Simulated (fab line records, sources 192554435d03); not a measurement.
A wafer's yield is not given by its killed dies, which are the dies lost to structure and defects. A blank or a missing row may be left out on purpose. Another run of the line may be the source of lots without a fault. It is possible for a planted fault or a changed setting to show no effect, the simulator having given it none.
fab line records	flow n5_finfet
record: lots: 6	wafers: 17	last_day: 18
route steps=1938 shown BEOL_M14@1730 PASSIVATION@1936
lots that met no fault: taken from a fault-free run of the same line
start_h: the number of hours between the record's first day and the start of the first shown wafer of the lot	wait_h: hours elapsed since this lot's preceding step	" unchanged from the row above	L1.1+2: a row that stands for several wafers	- value missing, or start not given	* or withheld: withheld	< > ~ a bound
route shown NAME@n: NAME is a module with steps in the file, n the number in the route of the first one	usual: the fault-free wafers' mean and standard deviation	same: alike in all rows	chamber/n: place in a boat	sites: per-site readings	_std_site: standard deviation across them	_edge_site: mean of outer sites minus mean of inner sites	radius_mm: how far each site lies from the wafer's centre	mask NAME#n: copy n	behind: tool/chamber where the wafer was last shaped	hold: the reason the lot was held/the length of the hold in hours/how it ended	device: transistor that didn't switch, given as n, p or np	end of line: the route-end tests of the same wafers	step lacking rows: just its recipe	killed: at the first sort, the dies lost to defects and structure; wafer yield is something else	map: shows each die of a wafer: x if killed, . if not, _ if none is there
set.NAME: the run value of the setting; set.NAME@STEP: its run value at that earlier step	model.NAME: the simulator's own value behind a step, which no gauge read
lots at some steps of the route; a table a step, a row a wafer
services: a tool's chamber out of use, with start hour (start_h, from the record's first day; less than 0 if before it), hours out, and reason
== steps ==
step: N5_BEOL_M14_ETCH_59
recipe: chemistry: N2/H2	target: BARC	target_depth_a: 890	overetch_a: 267	time_s: 67.9	ion_energy_ev: 200	pressure_mtorr: 30	source_w: 840	bias_w: 150	n2_flow_sccm: 200	h2_flow_sccm: 200
usual: bias_w: 150.0/0.47	drypump_motor_current_A: 5.4/0.41	h2_flow_sccm: 200.1/0.54	oes_product_au: 0.68/0.051	rf_vpp_V: 524.9/2.3	showerhead_plenum_p_Torr: 2.59/0.081	throttle_valve_pct: 17.9/0.3
lot.wafer	tool	chamber	start_h	wait_h	bias_w	drypump_motor_current_A	h2_flow_sccm	oes_product_au	rf_hours_counter_h	rf_vpp_V	showerhead_plenum_p_Torr	throttle_valve_pct
L860.2	rie_diel-05	0	241.84	0.0	150.3	5.4	200.1	0.72	78	522.2	2.45	18.0
L860.3	"	2	"	"	149.6	5.2	200.3	0.81	9	525.2	2.62	17.7
L860.5	"	0	"	"	150.4	5.4	200.7	0.71	-	522.3	2.45	18.0
L862.1	rie_diel-02	0	257.09	0.0	149.3	4.9	200.4	0.63	177	525.5	2.55	18.0
L862.2	"	1	"	"	149.4	5.0	199.5	0.66	123	527.0	2.68	18.0
L862.3	"	2	"	"	150.0	6.4	199.7	0.69	78	528.1	2.65	17.6
L865.1	rie_diel-02	0	279.06	0.0	149.9	4.9	201.1	0.63	184	523.5	2.54	18.0
L865.3	"	3	"	"	150.7	5.2	198.5	0.63	162	523.4	2.55	18.1
L865.6	"	1	"	"	150.1	5.0	199.6	0.66	-	527.2	2.68	18.0
L869.2	rie_diel-02	0	317.75	0.0	149.6	4.9	200.3	0.62	198	523.1	2.54	18.0
L869.3	"	2	"	"	150.7	6.4	199.9	0.68	98	528.3	2.64	17.6
L869.5	"	0	"	"	149.9	4.9	200.9	0.63	-	523.3	2.54	18.0
L872.1	rie_diel-05	0	334.73	0.0	150.0	5.4	200.2	0.69	107	522.4	2.44	18.0
L872.5	"	0	"	"	149.9	5.4	200.1	0.69	-	520.3	2.44	18.0
L881.2	rie_diel-05	3	396.87	0.0	150.3	5.1	200.1	0.66	154	524.3	2.57	18.4
L881.3	"	0	"	"	149.3	5.4	199.5	0.68	124	520.5	2.43	18.1
L881.5	"	1	"	"	149.9	5.6	200.4	0.61	-	524.5	2.60	17.4
step: N5_BEOL_M14_VIA_ETCH_16
recipe: chemistry: C4F8/O2/Ar	target: SiO2	he_inner_torr: 15	he_outer_torr: 30	target_depth_a: 12313	time_s: withheld	ion_energy_ev: 800	pressure_mtorr: 20	source_w: 1905	bias_w: 2040	Ar_flow_sccm: 400	C4F8_flow_sccm: 16	O2_flow_sccm: 12	ends: cleared
usual: bias_w: 2041/6.4	drypump_motor_current_A: 5.4/0.41	oes_product_au: 0.71/0.059	rf_vpp_V: 2248/40	showerhead_plenum_p_Torr: 3.49/0.1	throttle_valve_pct: 30.9/0.34
lot.wafer	tool	chamber	start_h	wait_h	bias_w	drypump_motor_current_A	oes_product_au	rf_vpp_V	showerhead_plenum_p_Torr	throttle_valve_pct
L860.2	rie_diel-05	0	241.89	0.0	2048	5.4	0.77	2191	3.35	31.2
L860.3	"	2	"	"	2032	5.2	0.86	2236	3.49	30.4
L860.5	"	0	"	"	2049	5.4	0.77	2193	3.35	31.2
L862.1	rie_diel-02	0	257.14	0.0	2048	4.9	0.68	2286	3.39	30.7
L862.2	"	1	"	"	2042	5.0	0.69	2230	3.62	31.1
L862.3	"	2	"	"	2030	6.4	0.75	2192	3.64	31.1
L865.1	rie_diel-02	0	279.11	0.0	2034	4.9	0.68	2286	3.39	30.7
L865.3	"	3	"	"	2037	5.2	0.67	2223	3.44	30.9
L865.6	"	1	"	"	2038	5.0	0.68	2230	3.62	31.1
L869.2	rie_diel-02	0	317.81	0.0	2043	4.9	0.66	2285	3.38	30.7
L869.3	"	2	"	"	2041	6.3	0.72	2191	3.63	31.1
L869.5	"	0	"	"	2035	4.9	0.67	2286	3.38	30.7
L872.1	rie_diel-05	0	334.78	0.0	2048	5.4	0.75	2191	3.33	31.2
L872.5	"	0	"	"	2049	5.4	0.75	2191	3.33	31.2
L881.2	rie_diel-05	3	396.92	0.0	2036	5.1	0.69	2266	3.42	31.0
L881.3	"	0	"	"	2040	5.4	0.74	2190	3.32	31.3
L881.5	"	1	"	"	2035	5.6	0.64	2305	3.55	30.4
step: N5_BEOL_M14_STRIP_63
recipe: chemistry: O2	power_w: 600	temp_c: 60	pressure_mtorr: 30	rf_frequency_hz: 6e+07	bias_power_w: 0	overash_fraction: 0.3	o2_flow_sccm: 225
usual: drypump_motor_current_A: 5.4/0.41	oes_product_au: 0.79/0.065	rf_vpp_V: 3.7/0.84	showerhead_plenum_p_Torr: 2.13/0.068	temp_c: 60.00/0.13	throttle_valve_pct: 16.68/0.23
lot.wafer	tool	chamber	start_h	wait_h	drypump_motor_current_A	oes_product_au	rf_hours_counter_h	rf_vpp_V	showerhead_plenum_p_Torr	temp_c	throttle_valve_pct
L860.2	rie_diel-05	0	-	-	5.4	0.84	78	3.3	2.02	59.99	16.67
L860.3	"	2	"	"	5.2	0.97	9	3.3	2.15	60.14	16.33
L860.5	"	0	"	"	5.4	0.86	-	4.6	2.02	59.92	16.70
L862.1	rie_diel-02	0	-	-	4.9	0.77	177	3.2	2.09	59.90	16.64
L862.2	"	1	"	"	5.0	0.76	124	3.9	2.22	60.07	16.77
L862.3	"	2	"	"	6.3	0.83	78	4.6	2.19	60.10	16.52
L865.1	rie_diel-02	0	-	-	4.9	0.76	184	3.4	2.08	59.93	16.67
L865.3	"	3	"	"	5.2	0.72	163	3.2	2.11	60.10	16.90
L865.6	"	1	"	"	5.0	0.76	-	4.8	2.21	60.02	16.76
L869.2	rie_diel-02	0	-	-	4.9	0.74	198	3.7	2.08	59.98	16.66
L869.3	"	2	"	"	6.4	0.80	98	3.2	2.18	59.86	16.56
L869.5	"	0	"	"	4.9	0.72	-	3.2	2.08	59.89	16.67
L872.1	rie_diel-05	0	-	-	5.4	0.81	107	4.4	2.01	60.01	16.76
L872.5	"	0	"	"	5.4	0.80	-	4.3	2.01	59.85	16.73
L881.2	rie_diel-05	3	-	-	5.1	0.78	154	5.0	2.11	60.08	16.95
L881.3	"	0	"	"	5.3	0.79	125	4.4	2.01	60.05	16.75
L881.5	"	1	"	"	5.6	0.72	-	4.0	2.21	60.17	16.64
step: N5_BEOL_M14_STRIP_64
recipe: chemistry: O2	power_w: 600	temp_c: 60	pressure_mtorr: 30	rf_frequency_hz: 6e+07	bias_power_w: 0	overash_fraction: 0.3	o2_flow_sccm: 225
usual: drypump_motor_current_A: 5.4/0.41	oes_product_au: 0.79/0.064	rf_vpp_V: 3.6/0.48	showerhead_plenum_p_Torr: 2.13/0.068	temp_c: 60.01/0.11	throttle_valve_pct: 16.68/0.23
lot.wafer	tool	chamber	start_h	wait_h	drypump_motor_current_A	oes_product_au	rf_hours_counter_h	rf_vpp_V	showerhead_plenum_p_Torr	temp_c	throttle_valve_pct
L860.2	rie_diel-05	0	-	-	5.4	0.85	78	4.0	2.02	60.25	16.68
L860.3	"	2	"	"	5.1	0.94	9	3.5	2.15	59.80	16.29
L860.5	"	0	"	"	5.4	0.85	-	3.8	2.02	60.07	16.69
L862.1	rie_diel-02	0	-	-	4.9	0.75	177	3.1	2.09	59.87	16.65
L862.2	"	1	"	"	5.0	0.77	124	3.8	2.22	60.03	16.76
L862.3	"	2	"	"	6.3	0.82	78	3.6	2.19	60.04	16.51
L865.1	rie_diel-02	0	-	-	4.9	0.75	184	3.4	2.08	59.98	16.65
L865.3	"	3	"	"	5.2	0.73	163	3.7	2.11	59.89	16.87
L865.6	"	1	"	"	5.0	0.77	-	3.9	2.22	60.14	16.77
L869.2	rie_diel-02	0	-	-	4.9	0.74	198	4.2	2.08	60.01	16.69
L869.3	"	2	"	"	6.3	0.80	98	3.5	2.18	59.99	16.54
L869.5	"	0	"	"	4.9	0.74	-	4.3	2.08	59.91	16.68
L872.1	rie_diel-05	0	-	-	5.4	0.82	107	3.3	2.01	60.10	16.75
L872.5	"	0	"	"	5.4	0.83	-	3.6	2.01	60.08	16.74
L881.2	rie_diel-05	3	-	-	5.1	0.77	154	3.3	2.11	59.88	16.95
L881.3	"	0	"	"	5.4	0.79	125	3.5	2.01	60.15	16.78
L881.5	"	1	"	"	5.6	0.72	-	3.4	2.20	60.05	16.62
step: N5_BEOL_M14_STRIP_71
recipe: chemistry: post_etch_residue_remover	time_s: 60	temp_c: 25	remover_ph: withheld	remover_water_wt_pct: withheld	remover_fluoride_wt_pct: withheld
step: N5_BEOL_M14_SRD_72
recipe: time_s: 30	temp_c: 23	rinse_liquid: diw	dry: n2_spin	spin_rpm: 1500	dry_time_s: 30
step: N5_BEOL_M14_CD_MEAS_17
recipe: target_cd_nm: 250	polarity: opening
usual: cd_nm: 249/3.2
lot.wafer	tool	chamber	start_h	wait_h	cd_nm
L860.2	cd_sem-02	-	242.24	0.0	251
L860.3	"	-	"	"	245
L860.5	"	-	"	"	253
L862.1	cd_sem-02	-	257.49	0.0	250
L862.2	"	-	"	"	246
L862.3	"	-	"	"	247
L865.1	cd_sem-03	-	279.46	0.0	250
L865.3	"	-	"	"	254
L865.6	"	-	"	"	247
L869.2	cd_sem-03	-	318.16	0.0	249
L869.3	"	-	"	"	252
L869.5	"	-	"	"	248
L872.1	cd_sem-01	-	335.13	0.0	255
L872.5	"	-	"	"	254
L881.2	cd_sem-02	-	397.31	0.0	250
L881.3	"	-	"	"	253
L881.5	"	-	"	"	247
step: N5_BEOL_M14_COAT_65
recipe: resist: SOC	temp_c: 250	time_s: 60	spin_rpm: 1500	resist_thk_nm: 450
step: N5_BEOL_M14_COAT_66
recipe: resist: SiARC	temp_c: 220	time_s: 60	spin_rpm: 1500	resist_thk_nm: 110
step: N5_BEOL_M14_COAT_22
recipe: spin_rpm: 2888	resist_thk_nm: 300
step: N5_BEOL_M14_EBR_24
recipe: solvent: PGMEA	ebr_width_mm: 1.5
step: N5_BEOL_M14_SOFTBAKE_23
recipe: temp_c: 130	time_s: 60
step: N5_BEOL_M14_EXPOSE_25
recipe: mask_id: M14	na: 0.8	source_shape: annular	sigma_inner: 0.5	sigma_outer: 0.8	polarization: unpolarized	target_cd_nm: 280	dose_mj: 26.6
lot.wafer	tool	chamber	start_h	wait_h	mask	model.BEOL_M14.overlay_x_nm
L860.2+3+5	krf_scanner-01	0	242.40	-	M14#0	-1.6
L862.1+2+3	krf_scanner-01	0	257.65	-	M14#0	0.6
L865.1+3+6	krf_scanner-01	0	279.61	-	M14#0	18.6
L869.2+3+5	krf_scanner-01	0	318.44	-	M14#0	24.6
L872.1+5	krf_scanner-02	0	335.41	-	M14#0	0
L881.2+3+5	krf_scanner-02	0	397.47	-	M14#0	-1.6
step: N5_BEOL_M14_PEB_26
recipe: peb_temp_c: 130	peb_time_s: 90
step: N5_BEOL_M14_DEVELOP_27
recipe: develop_time_s: 45	rinse_liquid: diw	dry: air_spin	dev_temp_c: 21
step: N5_BEOL_M14_HARDBAKE_32
recipe: temp_c: 130	time_s: 120
step: N5_BEOL_M14_CD_MEAS_28
recipe: target_cd_nm: 284.4	landing_energy_ev: 500	detector: se_inlens
usual: cd_nm: 282.9/2.5
lot.wafer	tool	chamber	start_h	wait_h	cd_nm
L860.2	cd_sem-02	0	242.57	-	284.3
L860.3	"	0	"	"	284.4
L860.5	"	0	"	"	281.9
L862.1	cd_sem-01	0	257.82	-	284.7
L862.2	"	0	"	"	282.4
L862.3	"	0	"	"	283.1
L865.1	cd_sem-03	0	279.78	-	283.0
L865.3	"	0	"	"	288.1
L865.6	"	0	"	"	283.4
L869.2	cd_sem-02	0	318.61	-	283.2
L869.3	"	0	"	"	282.8
L869.5	"	0	"	"	280.5
L872.1	cd_sem-01	0	335.58	-	282.4
L872.5	"	0	"	"	281.6
L881.2	cd_sem-02	0	397.64	-	286.5
L881.3	"	0	"	"	281.1
L881.5	"	0	"	"	284.8
step: N5_BEOL_M14_OVL_MEAS_29
recipe: points_per_wafer: 44
usual: M14_OVL: -3/5.2
lot.wafer	tool	chamber	start_h	wait_h	M14_OVL[nm]
L860.2	overlay-02	0	242.59	0.0	-2
L860.3	"	0	"	"	-9
L860.5	"	0	"	"	-1
L862.1	overlay-02	0	257.85	0.0	-9
L862.2	"	0	"	"	0
L862.3	"	0	"	"	-4
L865.1	overlay-01	0	279.82	0.0	21
L865.3	"	0	"	"	6
L865.6	"	0	"	"	18
L869.2	overlay-02	0	318.64	0.0	19
L869.3	"	0	"	"	18
L869.5	"	0	"	"	27
L872.1	overlay-02	0	335.61	0.0	-7
L872.5	"	0	"	"	-1
L881.2	overlay-02	0	397.67	0.0	-3
L881.3	"	0	"	"	-5
L881.5	"	0	"	"	-9
step: N5_BEOL_M14_INSPECT_30
recipe: mode: adi	inspect_instrument: macro
usual: raw_defect_count: 2.0/1.5
lot.wafer	tool	chamber	start_h	wait_h	raw_defect_count
L860.2	defect_inspect-01	-	242.62	0.0	4
L860.3	"	-	"	"	3
L860.5	"	-	"	"	1
L862.1	defect_inspect-01	-	257.88	0.0	1
L862.2	"	-	"	"	1
L862.3	"	-	"	"	3
L865.1	defect_inspect-02	-	279.84	0.0	5
L865.3	"	-	"	"	0
L865.6	"	-	"	"	1
L869.2	defect_inspect-02	-	318.66	0.0	6
L869.3	"	-	"	"	3
L869.5	"	-	"	"	5
L872.1	defect_inspect-01	-	335.64	0.0	4
L872.5	"	-	"	"	1
L881.2	defect_inspect-02	-	397.69	0.0	0
L881.3	"	-	"	"	0
L881.5	"	-	"	"	0
step: N5_PASSIVATION_PROBE_49
usual: defect_limited_yield: 90.9/1.6	killed_at_M0_to_M3: 34/10	killed_at_M4_up: 13/5.4	killed_at_contacts: 13/6	killed_at_front_end: 42/13	killed_at_other: 4/3.2	killed_dies: 107/18	killed_open: 69/14	killed_short: 35/7.7	sort_bin_5_function: 5.3/1	sort_bin_6_memory: 3.3/0.75	sort_bin_8_speed: 0.00/0.015	sort_n_pass: 1073/19	sort_yield_pct: 90.9/1.6
same: gross_dies: 1180	killed_at_back_side: 0	sort_bin_4_leakage[%]: 0
lot.wafer	tool	chamber	start_h	wait_h	defect_limited_yield[%]	killed_at_M0_to_M3	killed_at_M4_up	killed_at_contacts	killed_at_front_end	killed_at_other	killed_dies	killed_open	killed_short	sort_bin_5_function[%]	sort_bin_6_memory[%]	sort_bin_8_speed[%]	sort_n_pass	sort_yield_pct[%]
L860.2	prober-02	-	266.89	0.1	90.1	24	26	30	35	2	117	81	32	5.6	3.7	0	1063	90.1
L860.3	prober-02	-	266.94	0.1	91.4	26	14	25	37	0	102	71	29	5.1	3.5	0	1078	91.4
L860.5	prober-02	-	267.04	0.2	88.5	30	20	16	63	7	136	79	45	7.4	3.8	0	1044	88.5
L862.1	prober-02	-	280.09	0.0	90.4	42	15	9	46	1	113	69	38	5.4	4.0	0	1067	90.4
L862.2	prober-02	-	280.14	0.1	91.3	30	15	8	37	13	103	66	35	4.7	3.5	0	1077	91.3
L862.3	prober-02	-	280.19	0.1	91.4	42	14	7	38	1	102	73	27	5.3	3.1	0.08	1077	91.3
L865.1	prober-01	-	304.87	0.0	89.2	47	13	19	47	1	127	89	25	5.7	3.8	0	1053	89.2
L865.3	prober-01	-	304.97	0.1	92.4	37	8	9	33	3	90	58	26	3.8	3.4	0	1090	92.4
L865.6	prober-01	-	305.12	0.3	92.0	25	14	11	42	2	94	60	30	4.5	3.0	0	1086	92.0
L869.2	prober-01	-	342.62	0.1	90.6	30	11	22	41	7	111	66	37	5.8	3.5	0	1069	90.6
L869.3	prober-01	-	342.67	0.1	91.9	21	9	4	58	3	95	53	42	4.7	3.1	0	1085	91.9
L869.5	prober-01	-	342.77	0.2	91.1	36	7	17	41	4	105	65	38	5.0	3.1	0	1075	91.1
L881.2	prober-01	-	424.73	0.1	90.8	41	14	16	32	6	109	71	36	5.5	3.5	0	1071	90.8
L881.3	prober-01	-	424.78	0.1	91.3	45	12	9	34	3	103	70	28	5.3	3.1	0	1077	91.3
L881.5	prober-01	-	424.88	0.2	90.5	53	7	17	34	1	112	75	31	5.6	3.6	0	1068	90.5
killed by level:class
L860.2 MOL_CONTACT_COAG:geometric_particle:open=25 BEOL_M4:geometric_particle:open=10 FIN_SAQP:geometric_particle:open=9 BEOL_M0_SAQP:geometric_particle:open=9 STI_FIN_REVEAL:geometric_particle:open=7 BEOL_M0_SAQP:geometric_particle:short=7 MOL_CONTACT_COAG:geometric_particle:short=4 STARTING-WAFER:geometric_particle:open=4
L860.3 MOL_CONTACT_COAG:geometric_particle:open=20 STI_FIN_REVEAL:geometric_particle:open=11 BEOL_M0_SAQP:geometric_particle:open=9 BEOL_M0_SAQP:geometric_particle:short=8 FIN_SAQP:geometric_particle:open=5 GATE_CUT:geometric_particle:short=5 GATE_CUT:geometric_particle:open=5 MOL_CONTACT_COAG:geometric_particle:short=4
L860.5 STI_FIN_REVEAL:geometric_particle:open=20 FIN_SAQP:geometric_particle:short=14 MOL_CONTACT_COAG:geometric_particle:open=14 FIN_SAQP:geometric_particle:open=11 BEOL_M0_SAQP:geometric_particle:short=11 BEOL_M4:geometric_particle:open=10 BEOL_M0_SAQP:geometric_particle:open=7 PASSIVATION:area_etch=6
L862.1 STI_FIN_REVEAL:geometric_particle:open=14 FIN_SAQP:geometric_particle:open=12 FIN_SAQP:geometric_particle:short=11 BEOL_M0_SAQP:geometric_particle:open=10 BEOL_M3:geometric_particle:open=8 BEOL_M1:geometric_particle:open=6 BEOL_M2:geometric_particle:open=6 MOL_CONTACT_COAG:geometric_particle:short=4
L862.2 FIN_SAQP:geometric_particle:open=14 FIN_SAQP:geometric_particle:short=7 BEOL_M1:geometric_particle:open=7 DUMMY_GATE:geometric_particle:open=6 MOL_CONTACT_COAG:geometric_particle:open=6 BEOL_M0_SAQP:geometric_particle:short=5 BEOL_M4:geometric_particle:open=5 PAD_METAL:geometric_particle:open=5
L862.3 BEOL_M3:geometric_particle:open=12 STI_FIN_REVEAL:geometric_particle:open=10 BEOL_M1:geometric_particle:open=9 DUMMY_GATE:geometric_particle:open=8 BEOL_M2:geometric_particle:open=7 FIN_SAQP:geometric_particle:short=6 MOL_CONTACT_COAG:geometric_particle:open=6 FIN_SAQP:geometric_particle:open=5
L865.1 BEOL_M2:geometric_particle:open=13 STI_FIN_REVEAL:geometric_particle:open=13 MOL_CONTACT_COAG:geometric_particle:open=13 BEOL_M3:geometric_particle:open=11 HKMG_FIN:area_etch=10 BEOL_M1:geometric_particle:open=7 FIN_SAQP:geometric_particle:open=6 BEOL_M0_SAQP:geometric_particle:short=6
L865.3 STI_FIN_REVEAL:geometric_particle:open=8 BEOL_M3:geometric_particle:open=8 BEOL_M0_SAQP:geometric_particle:short=8 BEOL_M2:geometric_particle:open=8 MOL_CONTACT_COAG:geometric_particle:open=6 FIN_SAQP:geometric_particle:open=5 BEOL_M1:geometric_particle:open=5 FIN_CUT:area_etch=5
L865.6 FIN_SAQP:geometric_particle:short=12 STI_FIN_REVEAL:geometric_particle:open=10 MOL_CONTACT_COAG:geometric_particle:open=9 BEOL_M2:geometric_particle:open=9 FIN_SAQP:geometric_particle:open=8 DUMMY_GATE:geometric_particle:open=4 BEOL_M0_SAQP:geometric_particle:short=4 BEOL_M1:geometric_particle:open=4
L869.2 MOL_CONTACT_COAG:geometric_particle:open=16 BEOL_M2:geometric_particle:open=8 STI_FIN_REVEAL:geometric_particle:open=7 BEOL_M0_SAQP:geometric_particle:open=7 FIN_SAQP:geometric_particle:short=6 MOL_CONTACT_COAG:geometric_particle:short=6 STARTING-WAFER:geometric_particle:open=6 FIN_SAQP:geometric_particle:open=5
L869.3 FIN_SAQP:geometric_particle:short=14 FIN_SAQP:geometric_particle:open=13 STI_FIN_REVEAL:geometric_particle:open=7 BEOL_M0_SAQP:geometric_particle:short=6 GATE_CUT:geometric_particle:short=5 BEOL_M3:geometric_particle:open=4 STI_FIN_REVEAL:geometric_particle:short=4 DUMMY_GATE:geometric_particle:open=4
L869.5 BEOL_M2:geometric_particle:open=13 MOL_CONTACT_COAG:geometric_particle:open=11 STI_FIN_REVEAL:geometric_particle:open=9 BEOL_M0_SAQP:geometric_particle:short=9 FIN_SAQP:geometric_particle:short=7 BEOL_M0_SAQP:geometric_particle:open=7 FIN_SAQP:geometric_particle:open=6 MOL_CONTACT_COAG:geometric_particle:short=6
L881.2 MOL_CONTACT_COAG:geometric_particle:open=15 BEOL_M0_SAQP:geometric_particle:open=12 BEOL_M4:geometric_particle:open=9 BEOL_M0_SAQP:geometric_particle:short=9 STI_FIN_REVEAL:geometric_particle:open=7 BEOL_M2:geometric_particle:open=7 ILD0:geometric_particle:short=5 PASS1_CAP:geometric_particle:open=4
L881.3 BEOL_M2:geometric_particle:open=14 STI_FIN_REVEAL:geometric_particle:open=9 BEOL_M0_SAQP:geometric_particle:open=9 BEOL_M4:geometric_particle:open=9 BEOL_M0_SAQP:geometric_particle:short=7 MOL_CONTACT_COAG:geometric_particle:open=6 FIN_SAQP:geometric_particle:short=4 BEOL_M0:geometric_particle:open=4
L881.5 BEOL_M0_SAQP:geometric_particle:open=17 BEOL_M2:geometric_particle:open=16 MOL_CONTACT_COAG:geometric_particle:open=12 BEOL_M0_SAQP:geometric_particle:short=10 STI_FIN_REVEAL:geometric_particle:open=8 FIN_SAQP:geometric_particle:short=5 MOL_CONTACT_COAG:geometric_particle:short=5 BEOL_M1:geometric_particle:open=4
== services ==
tool	chamber	start_h	hours	kind
krf_scanner-02	-	231.76	3.6	pm
krf_scanner-01	0	242.87	-	calibration
rie_diel-05	3	264.39	4.8	repair
krf_scanner-02	-	269.88	1.3	pm
rie_diel-05	-	272.79	2.8	pm
krf_scanner-01	-	295.11	0.8	pm
krf_scanner-01	-	298.95	1.0	pm
rie_diel-05	0	301.41	5.1	repair
krf_scanner-01	-	311.60	0.4	repair
krf_scanner-02	0	316.18	-	calibration
rie_diel-02	2	322.94	2.0	repair
krf_scanner-02	-	358.89	0.7	repair
krf_scanner-02	-	363.26	4.0	pm
rie_diel-05	0	366.04	5.1	repair
krf_scanner-02	-	373.05	0.8	pm
krf_scanner-01	-	375.55	3.0	pm
krf_scanner-01	-	378.67	1.3	pm
== key ==
first_sign: step: N5_BEOL_M14_OVL_MEAS_29	reading: M14_OVL	direction: up	sigmas: 4.2	usual: -3	struck: 18
effect none on later readings
model_effect: step: N5_BEOL_M14_EXPOSE_25	value: BEOL_M14.overlay_x_nm	without: -1.3	struck: 21.6
met_at N5_BEOL_M14_EXPOSE_25
struck_wafers L865.1,L865.3,L865.6,L869.2,L869.3,L869.5
baseline_loss: step: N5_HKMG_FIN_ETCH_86	wafers: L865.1
onset_between 257.65 279.61
also_fits N5_BEOL_M14_ETCH_59:rie_diel-02,N5_BEOL_M14_VIA_ETCH_16:rie_diel-02,N5_BEOL_M14_STRIP_63:rie_diel-02,N5_BEOL_M14_STRIP_64:rie_diel-02
fault: kind: scanner_matching_overlay	tool: krf_scanner-01	chamber: -	onset_h: 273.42	steps: N5_BEOL_M14_EXPOSE_25	offset: 22.91
baseline_loss: these wafers lose ten dies or more at that step, a loss of the line's own and not of a fault; the sort's usual values leave them out
